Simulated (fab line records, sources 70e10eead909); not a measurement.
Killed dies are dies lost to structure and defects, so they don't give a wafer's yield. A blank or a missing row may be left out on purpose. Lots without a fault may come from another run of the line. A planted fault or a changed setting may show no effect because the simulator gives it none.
Chamber matching | flow nand_harc | NHARC_P_CONTACT_CMP_24 on cmp-04: 4 sister chambers
The step polishes, t overpolish 30 s, target thk 200 nm. 20 wafers are shown with their chamber, then 10 later ones without.

WAFERS WITH THEIR CHAMBER
wafer  | chamber | motor_current_A (A) | overpolish_run_s (s) | slurry_flow_ml_min
L074.3 | 0       | 11.5                | 30.012               | 150.4
L074.4 | 1       | 11.6                | 30.010               | 150.4
L074.6 | 2       | 11.4                | 30.004               | 149.3
L077.1 | 1       | 11.2                | 29.996               | 150.1
L077.2 | 0       | 11.3                | 30.013               | 149.5
L077.4 | 2       | 11.1                | 30.001               | 150.5
L079.1 | 3       | 13.1                | 30.007               | 150.6
L079.3 | 1       | 11.6                | 30.004               | 149.7
L079.5 | 2       | 10.8                | 30.016               | 150.9
L080.1 | 2       | 10.6                | 30.009               | 150.5
L080.4 | 3       | 13.6                | 29.989               | 149.9
L080.5 | 0       | 10.9                | 29.997               | 149.0
L081.1 | 1       | 11.6                | 30.011               | 150.1
L081.2 | 0       | 11.6                | 30.014               | 150.3
L081.4 | 3       | 12.3                | 29.994               | 149.9
L082.1 | 3       | 12.8                | 30.000               | 149.9
L082.4 | 2       | 11.0                | 30.014               | 149.9
L082.6 | 3       | 12.4                | 30.005               | 150.5
L083.1 | 1       | 11.7                | 30.000               | 150.1
L083.4 | 2       | 10.7                | 30.010               | 149.2

SIGNATURES (means of the wafers above)
reading            | chamber 0 | chamber 1 | chamber 2 | chamber 3 | scatter within a chamber
motor_current_A    | 11.325    | 11.540    | 10.933    | 12.840    | 0.354
overpolish_run_s   | 30.00900  | 30.00420  | 30.00900  | 29.99900  | 0.00684
slurry_flow_ml_min | 149.800   | 150.080   | 150.050   | 150.160   | 0.532
Rule: a wafer's distance from a chamber is the root of the sum, over the readings, of the square of ((its reading less the chamber's mean) divided by the reading's scatter). The wafer belongs to the nearest chamber; if the next one is less than 2 further off, it can't be placed. The scatter: the root of (the sum of the squares of (reading less its chamber's mean) over the shown wafers, divided by (wafers less chambers)).

WAFERS WITHOUT THEIR CHAMBER
wafer  | motor_current_A (A) | overpolish_run_s (s) | slurry_flow_ml_min
L083.6 | 13.0                | 29.994               | 148.7
L094.1 | 12.3                | 30.003               | 149.5
L094.3 | 11.8                | 30.011               | 150.7
L094.4 | 10.5                | 29.987               | 149.7
L096.2 | 12.9                | 29.987               | 149.9
L096.5 | 10.7                | 29.981               | 150.0
L096.6 | 11.5                | 30.006               | 149.8
L097.1 | 11.3                | 30.008               | 149.5
L097.2 | 11.2                | 30.004               | 150.5
L097.5 | 11.3                | 30.000               | 150.4

WHICH CHAMBER EACH WENT THROUGH
wafer  | from the rows above               | in truth
L083.6 | 3                                 | 3
L094.1 | can't be placed: 3 or 1 or 0      | 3
L094.3 | can't be placed: 1 or 0 or 2 or 3 | 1
L094.4 | can't be placed: 2 or 1 or 0      | 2
L096.2 | 3                                 | 3
L096.5 | can't be placed: 1 or 2 or 0      | 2
L096.6 | can't be placed: 1 or 0 or 2      | 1
L097.1 | can't be placed: 0 or 1 or 2      | 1
L097.2 | can't be placed: 1 or 2 or 0      | 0
L097.5 | can't be placed: 1 or 0 or 2      | 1
Placed correctly: 2 of 10. Can't be placed from these rows: 8 (the true chamber is among the candidates in 8). Placed wrongly: 0.
